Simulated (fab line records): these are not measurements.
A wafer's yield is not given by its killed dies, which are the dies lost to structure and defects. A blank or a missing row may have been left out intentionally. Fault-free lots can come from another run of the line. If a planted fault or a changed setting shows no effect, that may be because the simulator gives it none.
The tool behind it: which one? + flow n5-finfet + 11 lots, 33 wafers sampled, at 8 steps of a route of 1938

== WHAT THE GAUGES SHOWED, per wafer ==
N5_BEOL_M11_OCD_MEAS_38.
| lot  | measured     | on     | trench-depth-nm (nm) |
|------|--------------|--------|----------------------|
| L980 | day 11 03:57 | ocd-01 | 142 149 152          |
| L983 | day 11 04:11 | ocd-01 | 148 146 148          |
| L981 | day 11 04:25 | ocd-02 | 150 148 150          |
| L982 | day 11 04:55 | ocd-01 | 145 147 151          |
| L986 | day 11 23:10 | ocd-02 | 147 150 150          |
| L984 | day 11 23:20 | ocd-01 | 144 147 149          |
| L991 | day 13 12:42 | ocd-02 | 132 152 123          |
| L993 | day 14 03:46 | ocd-02 | 149 129 132          |
| L999 | day 15 10:24 | ocd-01 | 152 151 152          |
| L101 | day 16 03:25 | ocd-02 | 151 155 149          |
| L103 | day 16 20:56 | ocd-01 | 150 149 155          |

N5_BEOL_M11_THK_MEAS_53: measures by xrf.
| lot  | measured     | on            | M11_THK (nm) |
|------|--------------|---------------|--------------|
| L980 | day 11 06:52 | film-metro-01 | 130 137 140  |
| L983 | day 11 07:19 | film-metro-01 | 139 137 137  |
| L981 | day 11 07:05 | film-metro-01 | 138 135 137  |
| L982 | day 11 09:20 | film-metro-01 | 132 135 140  |
| L986 | day 12 01:45 | film-metro-01 | 137 139 139  |
| L984 | day 12 01:58 | film-metro-01 | 134 137 139  |
| L991 | day 13 14:58 | film-metro-02 | 121 139 113  |
| L993 | day 14 06:51 | film-metro-02 | 136 118 118  |
| L999 | day 15 14:11 | film-metro-01 | 143 141 141  |
| L101 | day 16 05:36 | film-metro-01 | 139 145 136  |
| L103 | day 16 22:58 | film-metro-01 | 139 137 146  |

N5_BEOL_M11_RS_MEAS_57: uses a four-point probe to measure.
| lot  | measured     | on            | M11_RS (ohm/sq)   |
|------|--------------|---------------|-------------------|
| L980 | day 11 06:59 | film-metro-01 | 0.161 0.152 0.149 |
| L983 | day 11 07:27 | film-metro-02 | 0.151 0.154 0.153 |
| L981 | day 11 07:13 | film-metro-01 | 0.149 0.152 0.149 |
| L982 | day 11 09:27 | film-metro-02 | 0.158 0.154 0.148 |
| L986 | day 12 01:52 | film-metro-02 | 0.153 0.150 0.150 |
| L984 | day 12 02:06 | film-metro-01 | 0.155 0.151 0.149 |
| L991 | day 13 15:05 | film-metro-01 | 0.175 0.150 0.190 |
| L993 | day 14 06:59 | film-metro-02 | 0.152 0.179 0.179 |
| L999 | day 15 14:19 | film-metro-01 | 0.146 0.148 0.147 |
| L101 | day 16 05:44 | film-metro-01 | 0.148 0.142 0.153 |
| L103 | day 16 23:05 | film-metro-01 | 0.150 0.151 0.142 |

N5_BEOL_M15_RC_MEAS_101.
| lot  | measured     | on        | COMB_M10 (S/m)          | COMB_M11 (S/m)          | COMB_M12 (S/m)          | COMB_M12_max_site (S/m)    | COMB_M13 (S/m)          | COMB_M14 (S/m)          | COMB_M14_max_site (S/m) | COMB_M15 (S/m)          | COMB_M5 (S/m)           | COMB_M6 (S/m)           | COMB_M7 (S/m)           | COMB_M8 (S/m)           | COMB_M9 (S/m)           | SERP_M10 (ohm/um) | SERP_M11 (ohm/um) | SERP_M11_max_site (ohm/um) | SERP_M12 (ohm/um) | SERP_M13 (ohm/um) | SERP_M14 (ohm/um) | SERP_M5 (ohm/um) | SERP_M6 (ohm/um) | SERP_M7 (ohm/um) | SERP_M8 (ohm/um) | SERP_M9 (ohm/um) |
|------|--------------|-----------|-------------------------|-------------------------|-------------------------|----------------------------|-------------------------|-------------------------|-------------------------|-------------------------|-------------------------|-------------------------|-------------------------|-------------------------|-------------------------|-------------------|-------------------|----------------------------|-------------------|-------------------|-------------------|------------------|------------------|------------------|------------------|------------------|
| L980 | day 12 08:31 | prober-01 | 1.7e-11 1.7e-11 1.2e-11 | 1.7e-11 1.2e-11 1.3e-11 | 6.8e-12 5.3e-12 5.3e-12 | 1.01e-11 6.5e-12 8.8e-12   | 5.5e-12 6.4e-12 4.4e-12 | 4.5e-12 4e-12 4.1e-12   | 5.9e-12 5.6e-12 5.2e-12 | 3.4e-12 2.8e-12 3e-12   | 5.4e-11 4.6e-11 4.4e-11 | 2.1e-11 3.1e-11 1.9e-11 | 2.7e-11 2.2e-11 2.3e-11 | 2.1e-11 2.5e-11 1.8e-11 | 1.4e-11 1.3e-11 1.4e-11 | 3.05 3.16 2.98    | 3.26 3.16 3.06    | 3.43 3.27 3.12             | 0.637 0.608 0.606 | 0.320 0.313 0.312 | 0.157 0.153 0.167 | 37.7 36.7 39.3   | 12.9 13.6 13.2   | 13.5 13.8 13.9   | 13.3 13.2 13.4   | 3.09 3.09 2.99   |
| L983 | day 12 09:07 | prober-02 | 1.7e-11 1.8e-11 1.6e-11 | 9e-12 9e-12 1.2e-11     | 6.5e-12 5.5e-12 6.4e-12 | 1.04e-11 7.8e-12 7.7e-12   | 6.1e-12 5.4e-12 5.4e-12 | 3.7e-12 4.6e-12 4.1e-12 | 5.7e-12 5.2e-12 4.9e-12 | 2.6e-12 2.6e-12 2.7e-12 | 4e-11 3.3e-11 3.7e-11   | 2.4e-11 2.6e-11 1.8e-11 | 2.4e-11 2.3e-11 2.8e-11 | 3.5e-11 3.6e-11 3e-11   | 1.9e-11 1.8e-11 1.8e-11 | 3.01 3.02 3.02    | 2.98 3.07 3.11    | 3.10 3.18 3.18             | 0.630 0.624 0.619 | 0.306 0.312 0.307 | 0.160 0.161 0.157 | 40.7 41.8 39.8   | 14.1 14.0 14.2   | 14.1 14.2 14.7   | 13.8 13.1 13.5   | 3.27 3.08 3.18   |
| L981 | day 12 07:52 | prober-02 | 1.4e-11 2.1e-11 1.1e-11 | 1.3e-11 1.2e-11 1.3e-11 | 5e-12 6.7e-12 6.5e-12   | 5.6e-12 8.9e-12 9.3e-12    | 4.3e-12 4e-12 5.6e-12   | 2.7e-12 3.4e-12 2.5e-12 | 3.8e-12 5.5e-12 4.2e-12 | 3.4e-12 2.4e-12 2.1e-12 | 3.6e-11 3.4e-11 5.6e-11 | 1.9e-11 2.2e-11 1.8e-11 | 1.7e-11 2.1e-11 2.1e-11 | 3.1e-11 2.3e-11 2.7e-11 | 1e-11 1.5e-11 1.3e-11   | 2.95 3.01 2.97    | 2.99 3.02 2.98    | 3.06 3.08 3.12             | 0.631 0.627 0.618 | 0.313 0.311 0.310 | 0.160 0.163 0.159 | 39.6 39.1 40.0   | 12.8 12.6 14.0   | 14.0 13.8 13.5   | 13.6 13.7 14.5   | 3.05 3.06 3.11   |
| L982 | day 12 14:00 | prober-02 | 1.5e-11 1.2e-11 1.5e-11 | 1.3e-11 1.3e-11 1.8e-11 | 9.4e-12 7.2e-12 9.6e-12 | 1.25e-11 1.08e-11 1.59e-11 | 4.3e-12 3.9e-12 5.1e-12 | 3.6e-12 2.9e-12 3.6e-12 | 6.3e-12 4.7e-12 4.6e-12 | 2.7e-12 2.6e-12 2.6e-12 | 4.6e-11 3.6e-11 4.3e-11 | 2.3e-11 1.8e-11 1.9e-11 | 1.9e-11 3.1e-11 2.3e-11 | 3.3e-11 2.4e-11 2.2e-11 | 1.6e-11 1.3e-11 1.7e-11 | 2.89 2.96 2.96    | 3.16 3.11 2.96    | 3.21 3.18 3.03             | 0.636 0.648 0.635 | 0.312 0.317 0.319 | 0.159 0.161 0.162 | 37.9 38.5 40.6   | 14.9 14.8 14.3   | 13.3 13.1 13.3   | 13.9 14.3 14.0   | 3.05 3.21 3.11   |
| L986 | day 13 06:53 | prober-01 | 1.7e-11 1.8e-11 1.5e-11 | 2.1e-11 1.7e-11 1.7e-11 | 7.4e-12 7.3e-12 6e-12   | 8.7e-12 1.04e-11 8.9e-12   | 6.4e-12 7.9e-12 8.4e-12 | 5.4e-12 3.6e-12 4.8e-12 | 6.4e-12 5.2e-12 6.5e-12 | 2.9e-12 3e-12 3.9e-12   | 3.6e-11 3.2e-11 3.4e-11 | 2.5e-11 3.1e-11 4.6e-11 | 2.5e-11 2.4e-11 2.2e-11 | 3e-11 2.6e-11 2.6e-11   | 1.6e-11 1.7e-11 1.2e-11 | 3.02 3.08 3.02    | 3.18 2.99 3.00    | 3.27 3.08 3.06             | 0.643 0.637 0.638 | 0.310 0.315 0.314 | 0.164 0.158 0.158 | 38.6 38.7 37.8   | 14.4 14.1 14.4   | 14.5 14.6 14.4   | 13.5 13.5 13.0   | 3.19 3.09 2.96   |
| L984 | day 13 07:49 | prober-01 | 1.6e-11 1.1e-11 9e-12   | 1.5e-11 1.8e-11 1.7e-11 | 6.7e-12 5.8e-12 7.7e-12 | 9.3e-12 8.2e-12 9.3e-12    | 5.7e-12 6.3e-12 5.8e-12 | 5.5e-12 3.8e-12 4.6e-12 | 6.5e-12 4.7e-12 6.4e-12 | 3.5e-12 3.9e-12 3.6e-12 | 5.2e-11 3.8e-11 3.2e-11 | 2.6e-11 2.5e-11 2.4e-11 | 2.5e-11 2.8e-11 1.9e-11 | 2.2e-11 2.3e-11 2.5e-11 | 1.7e-11 1.4e-11 1.5e-11 | 2.98 3.02 3.05    | 3.21 3.07 3.09    | 3.24 3.17 3.13             | 0.611 0.641 0.632 | 0.309 0.310 0.309 | 0.152 0.157 0.156 | 40.5 41.2 41.0   | 12.4 13.8 12.9   | 13.5 14.0 13.6   | 13.9 13.1 13.2   | 3.04 3.11 3.14   |
| L991 | day 15 01:09 | prober-02 | 1.6e-11 1.3e-11 1.5e-11 | 1.1e-11 1.6e-11 1.2e-11 | 6.6e-12 5.7e-12 6.7e-12 | 7.5e-12 8.1e-12 9.3e-12    | 4e-12 4.8e-12 3.4e-12   | 3.8e-12 3.1e-12 4.1e-12 | 6.7e-12 4.4e-12 5.1e-12 | 4.3e-12 5.5e-12 2.2e-12 | 3.7e-11 3.6e-11 3.1e-11 | 2.5e-11 3.3e-11 4.4e-11 | 3.8e-11 3.2e-11 2.3e-11 | 1.9e-11 3e-11 2.3e-11   | 1.5e-11 1.9e-11 1.5e-11 | 3.04 2.93 3.10    | 3.54 3.02 3.89    | 3.59 3.06 4.00             | 0.611 0.601 0.619 | 0.312 0.308 0.315 | 0.164 0.163 0.154 | 37.9 38.8 37.1   | 14.4 13.1 14.2   | 14.3 15.1 13.3   | 14.5 13.5 14.3   | 3.24 3.19 3.16   |
| L993 | day 15 08:40 | prober-02 | 9e-12 1e-11 1e-11       | 1.4e-11 1e-11 1.3e-11   | 5.1e-12 7.7e-12 6.4e-12 | 7.9e-12 9.1e-12 8e-12      | 4.8e-12 3.1e-12 4.4e-12 | 3.2e-12 3.3e-12 5.3e-12 | 5.7e-12 5e-12 7.4e-12   | 2e-12 2e-12 2.7e-12     | 3.6e-11 5.4e-11 3.6e-11 | 2.6e-11 1.9e-11 2.4e-11 | 1.9e-11 2.4e-11 2.4e-11 | 2.6e-11 2.9e-11 2.2e-11 | 1.4e-11 1.2e-11 1.3e-11 | 3.07 3.00 2.94    | 3.07 3.66 3.65    | 3.25 3.72 3.77             | 0.614 0.640 0.637 | 0.315 0.307 0.305 | 0.159 0.155 0.159 | 38.3 39.3 37.2   | 14.2 13.1 13.7   | 13.3 14.4 14.4   | 13.3 14.0 14.0   | 2.92 3.09 2.95   |
| L999 | day 16 20:59 | prober-01 | 1.3e-11 1.6e-11 2e-11   | 1.2e-11 1.7e-11 1.7e-11 | 7.7e-12 6.5e-12 9.8e-12 | 1.24e-11 1.01e-11 1.22e-11 | 7.1e-12 5.6e-12 7.6e-12 | 4.8e-12 4e-12 4.4e-12   | 5.5e-12 7.8e-12 7e-12   | 3.5e-12 3.4e-12 3.3e-12 | 4.3e-11 4.4e-11 4.3e-11 | 2.1e-11 2.7e-11 2.5e-11 | 2.3e-11 3e-11 3.3e-11   | 2e-11 2.5e-11 1.8e-11   | 1e-11 1.4e-11 1.3e-11   | 3.10 3.10 3.01    | 2.91 2.99 3.00    | 2.99 3.05 3.09             | 0.645 0.620 0.630 | 0.297 0.306 0.301 | 0.161 0.159 0.163 | 38.2 37.7 39.7   | 13.0 13.8 13.1   | 13.9 14.6 13.6   | 14.1 13.1 13.7   | 3.17 3.15 3.06   |
| L101 | day 17 10:49 | prober-02 | 2e-11 1.3e-11 1.1e-11   | 1.6e-11 1.1e-11 1.3e-11 | 6.1e-12 6.3e-12 9.2e-12 | 7e-12 8.5e-12 1.18e-11     | 3.6e-12 5.4e-12 4.2e-12 | 5.4e-12 4.6e-12 4.6e-12 | 6.8e-12 5.2e-12 5.9e-12 | 2.5e-12 3.1e-12 4e-12   | 4e-11 3.4e-11 4.5e-11   | 2.6e-11 2.1e-11 2.7e-11 | 2.4e-11 1.9e-11 2.8e-11 | 2.8e-11 2.4e-11 2.8e-11 | 1.7e-11 1e-11 1.5e-11   | 3.08 3.08 3.20    | 3.00 2.88 3.11    | 3.11 2.94 3.23             | 0.617 0.635 0.610 | 0.311 0.314 0.303 | 0.153 0.159 0.154 | 35.9 38.4 38.4   | 14.0 14.5 14.7   | 13.6 13.0 12.8   | 13.5 14.1 14.0   | 2.88 3.09 3.03   |
| L103 | day 17 20:47 | prober-02 | 1.8e-11 1.9e-11 1.8e-11 | 1.6e-11 1.5e-11 1.3e-11 | 6.5e-12 5.7e-12 8.2e-12 | 8.6e-12 8.5e-12 1.13e-11   | 4.9e-12 5.3e-12 4.5e-12 | 5.9e-12 3.9e-12 3.5e-12 | 9.4e-12 5.5e-12 5.5e-12 | 2.8e-12 3.8e-12 2.5e-12 | 3.8e-11 3.7e-11 5.3e-11 | 2.3e-11 2.1e-11 1.5e-11 | 2.8e-11 2.6e-11 2.9e-11 | 1.8e-11 1.7e-11 2.4e-11 | 2e-11 1.6e-11 1.4e-11   | 3.15 3.11 3.09    | 3.00 3.11 2.83    | 3.06 3.17 2.87             | 0.610 0.621 0.628 | 0.299 0.301 0.300 | 0.159 0.160 0.160 | 40.4 38.9 40.3   | 13.4 13.4 13.8   | 13.1 13.1 13.1   | 13.8 13.4 13.3   | 2.99 3.12 3.13   |

== TOOL THAT RAN EACH LOT (tool first, then ch and the chambers of the sampled wafers, then the start) ==
| lot  | N5_BEOL_M11_ETCH_61                | N5_BEOL_M11_ETCH_65                | N5_BEOL_M11_TRENCH_ETCH_37         | N5_BEOL_M11_SURFACE_TREAT_76 |
|------|------------------------------------|------------------------------------|------------------------------------|------------------------------|
| L980 | rie-diel-05 ch 0,2,3, day 11 02:23 | rie-diel-01 ch 1,2,3, day 11 03:29 | rie-diel-01 ch 1,2,3, day 11 03:46 | pvd-sputter-03, day 11 05:21 |
| L983 | rie-diel-06 ch 0,2,3, day 11 02:38 | rie-diel-06 ch 0,1,3, day 11 03:43 | rie-diel-06 ch 0,1,3, day 11 04:00 | pvd-sputter-03, day 11 05:40 |
| L981 | rie-diel-05 ch 0,1, day 11 02:49   | rie-diel-01 ch 0,3, day 11 03:58   | rie-diel-01 ch 0,3, day 11 04:14   | pvd-sputter-03, day 11 05:38 |
| L982 | rie-diel-06 ch 0,1,3, day 11 03:28 | rie-diel-06 ch 0,2,3, day 11 04:27 | rie-diel-06 ch 0,2,3, day 11 04:43 | pvd-sputter-02, day 11 07:45 |
| L986 | rie-diel-06 ch 0,3, day 11 20:16   | rie-diel-01 ch 0,3, day 11 22:43   | rie-diel-01 ch 0,3, day 11 22:59   | pvd-sputter-01, day 12 00:31 |
| L984 | rie-diel-06 ch 0,2,3, day 11 21:34 | rie-diel-06 ch 0,2,3, day 11 22:53 | rie-diel-06 ch 0,2,3, day 11 23:09 | pvd-sputter-02, day 12 00:53 |
| L991 | rie-diel-05 ch 0,1,2, day 13 11:14 | rie-diel-01 ch 1,2, day 13 12:14   | rie-diel-01 ch 1,2, day 13 12:31   | pvd-sputter-01, day 13 13:55 |
| L993 | rie-diel-06 ch 0,2,3, day 13 23:45 | rie-diel-01 ch 0,2,3, day 14 03:19 | rie-diel-01 ch 0,2,3, day 14 03:35 | pvd-sputter-01, day 14 05:01 |
| L999 | rie-diel-05 ch 1,2, day 15 08:55   | rie-diel-06 ch 1,2, day 15 09:56   | rie-diel-06 ch 1,2, day 15 10:13   | pvd-sputter-01, day 15 13:05 |
| L101 | rie-diel-05 ch 0,2,3, day 15 23:51 | rie-diel-05 ch 0,3, day 16 02:57   | rie-diel-05 ch 0,3, day 16 03:14   | pvd-sputter-03, day 16 04:26 |
| L103 | rie-diel-06 ch 1,3, day 16 18:08   | rie-diel-05 ch 0,1,2, day 16 20:28 | rie-diel-05 ch 0,1,2, day 16 20:45 | pvd-sputter-03, day 16 21:58 |
- N5_BEOL_M11_ETCH_61: etches SiARC in CF4, target depth 39 nm, time 65 s.
- N5_BEOL_M11_ETCH_65: etches SiARC in CF4, target depth 39 nm, time 65 s.
- N5_BEOL_M11_TRENCH_ETCH_37: etches SiCOH lowk in C4F6/O2, target depth 148.83 nm, time 48 s.
- N5_BEOL_M11_SURFACE_TREAT_76

== WHAT THE TOOLS THEMSELVES READ (means of the sampled wafers that have a number; where no wafer has one, the mark that the record gives instead) ==
N5_BEOL_M11_ETCH_61.
| lot  | tool        | drypump-motor-current-A (A) | etch-rf-on-time-s (s) | oes-product-au (a.u.) | rf-vpp-V (V) | showerhead-plenum-p-Torr (Torr) | throttle-valve-pct (%) |
|------|-------------|-----------------------------|-----------------------|-----------------------|--------------|---------------------------------|------------------------|
| L980 | rie-diel-05 | 6.3                         | 63.7                  | 0.66                  | 185.0        | 2.17                            | 15.72                  |
| L983 | rie-diel-06 | 5.8                         | 64.6                  | 0.64                  | 183.4        | 2.08                            | 15.85                  |
| L981 | rie-diel-05 | 6.1                         | 63.7                  | 0.68                  | 184.0        | 2.18                            | 15.59                  |
| L982 | rie-diel-06 | 5.7                         | 65.2                  | 0.61                  | 184.1        | 2.12                            | 15.80                  |
| L986 | rie-diel-06 | 6.0                         | 66.3                  | 0.62                  | 184.6        | 2.13                            | 15.96                  |
| L984 | rie-diel-06 | 5.8                         | 65.6                  | 0.63                  | 183.1        | 2.08                            | 15.87                  |
| L991 | rie-diel-05 | 6.2                         | 63.6                  | 0.73                  | 185.3        | 2.23                            | 15.47                  |
| L993 | rie-diel-06 | 5.9                         | 64.7                  | 0.62                  | 182.5        | 2.07                            | 15.91                  |
| L999 | rie-diel-05 | 6.2                         | 62.7                  | 0.72                  | 185.4        | 2.22                            | 15.27                  |
| L101 | rie-diel-05 | 6.3                         | 62.6                  | 0.78                  | 185.4        | 2.24                            | 15.47                  |
| L103 | rie-diel-06 | 5.5                         | 64.0                  | 0.70                  | 184.1        | 2.10                            | 15.49                  |

N5_BEOL_M11_ETCH_65.
| lot  | tool        | drypump-motor-current-A (A) | etch-rf-on-time-s (s) | oes-product-au (a.u.) | rf-vpp-V (V) | showerhead-plenum-p-Torr (Torr) | throttle-valve-pct (%) |
|------|-------------|-----------------------------|-----------------------|-----------------------|--------------|---------------------------------|------------------------|
| L980 | rie-diel-01 | 5.6                         | 65.1                  | 0.65                  | 184.6        | 2.13                            | 15.71                  |
| L983 | rie-diel-06 | 5.7                         | 65.1                  | 0.62                  | 183.5        | 2.13                            | 15.80                  |
| L981 | rie-diel-01 | 6.0                         | 65.5                  | 0.60                  | 183.3        | 2.09                            | 15.80                  |
| L982 | rie-diel-06 | 5.8                         | 65.1                  | 0.64                  | 183.1        | 2.08                            | 15.85                  |
| L986 | rie-diel-01 | 5.8                         | 64.6                  | 0.60                  | 183.7        | 2.15                            | 15.84                  |
| L984 | rie-diel-06 | 5.8                         | 64.5                  | 0.63                  | 183.6        | 2.08                            | 15.87                  |
| L991 | rie-diel-01 | 5.5                         | 64.6                  | 0.69                  | 183.7        | 2.09                            | 15.58                  |
| L993 | rie-diel-01 | 5.7                         | 63.3                  | 0.65                  | 183.8        | 2.10                            | 15.71                  |
| L999 | rie-diel-06 | 5.5                         | 62.8                  | 0.69                  | 183.4        | 2.02                            | 15.60                  |
| L101 | rie-diel-05 | 6.4                         | 64.1                  | 0.76                  | 184.6        | 2.24                            | 15.70                  |
| L103 | rie-diel-05 | 6.2                         | 62.8                  | 0.70                  | 184.4        | 2.22                            | 15.53                  |

N5_BEOL_M11_TRENCH_ETCH_37.
| lot  | tool        | drypump-motor-current-A (A) | oes-product-au (a.u.) | rf-vpp-V (V) | showerhead-plenum-p-Torr (Torr) | throttle-valve-pct (%) |
|------|-------------|-----------------------------|-----------------------|--------------|---------------------------------|------------------------|
| L980 | rie-diel-01 | 5.6                         | 0.76                  | 666          | 2.85                            | 21.09                  |
| L983 | rie-diel-06 | 5.7                         | 0.72                  | 659          | 2.82                            | 21.07                  |
| L981 | rie-diel-01 | 6.0                         | 0.70                  | 664          | 2.79                            | 21.17                  |
| L982 | rie-diel-06 | 5.8                         | 0.74                  | 659          | 2.77                            | 21.21                  |
| L986 | rie-diel-01 | 5.8                         | 0.70                  | 663          | 2.87                            | 21.23                  |
| L984 | rie-diel-06 | 5.9                         | 0.74                  | 657          | 2.76                            | 21.21                  |
| L991 | rie-diel-01 | 5.5                         | 0.76                  | 669          | 2.78                            | 20.93                  |
| L993 | rie-diel-01 | 5.7                         | 0.70                  | 667          | 2.80                            | 21.08                  |
| L999 | rie-diel-06 | 5.5                         | 0.81                  | 655          | 2.66                            | 20.85                  |
| L101 | rie-diel-05 | 6.3                         | 0.90                  | 670          | 2.97                            | 21.04                  |
| L103 | rie-diel-05 | 6.2                         | 0.81                  | 670          | 2.94                            | 20.82                  |

== THE ANSWER, worked out from the rows above alone ==
Rule: usual is defined by the lots themselves. The widest of any qualifying gaps counts: lots, ordered by their means at a reading, are off when they make up no more than a third of the lots, leave a main group of 4 or more, and stand apart from it by 3 or more times the standard deviation of that group's means. Not used: any main group whose means are identical at the precision the tables above print for the reading. Also off: a lot with no number at a reading for which 4 or more lots have one. Where the step has rows for the other lots, those lots are counted as sound. After the gauges, taken in route order, come the tools' own readings; for these a lot's mean is taken, as printed above. The first step at which some lot is off is used, and at that step the reading that is off furthest; a lot without a number counts as furthest.
Off: L991, L993, at N5_BEOL_M11_OCD_MEAS_38 (trench-depth-nm). Mean 149 nm and standard deviation 1.9 in the main group.
A tool fits if, at a process step before that reading, it ran every lot that is off, and no sound lot after the first of them. The gauges at N5_BEOL_M11_OCD_MEAS_38 aren't tried: what is off there is off at N5_BEOL_M11_THK_MEAS_53 too, on other tools, and a gauge's error can't cause that. One candidate fits, namely rie-diel-01 at N5_BEOL_M11_ETCH_65 and N5_BEOL_M11_TRENCH_ETCH_37. At N5_BEOL_M11_ETCH_65 its last sound lot is L986 (day 11 22:43), its first lot that is off L991 (day 13 12:14): a fault that began between those two fits.

== WHAT WAS PUT IN BY THE SIMULATOR ==
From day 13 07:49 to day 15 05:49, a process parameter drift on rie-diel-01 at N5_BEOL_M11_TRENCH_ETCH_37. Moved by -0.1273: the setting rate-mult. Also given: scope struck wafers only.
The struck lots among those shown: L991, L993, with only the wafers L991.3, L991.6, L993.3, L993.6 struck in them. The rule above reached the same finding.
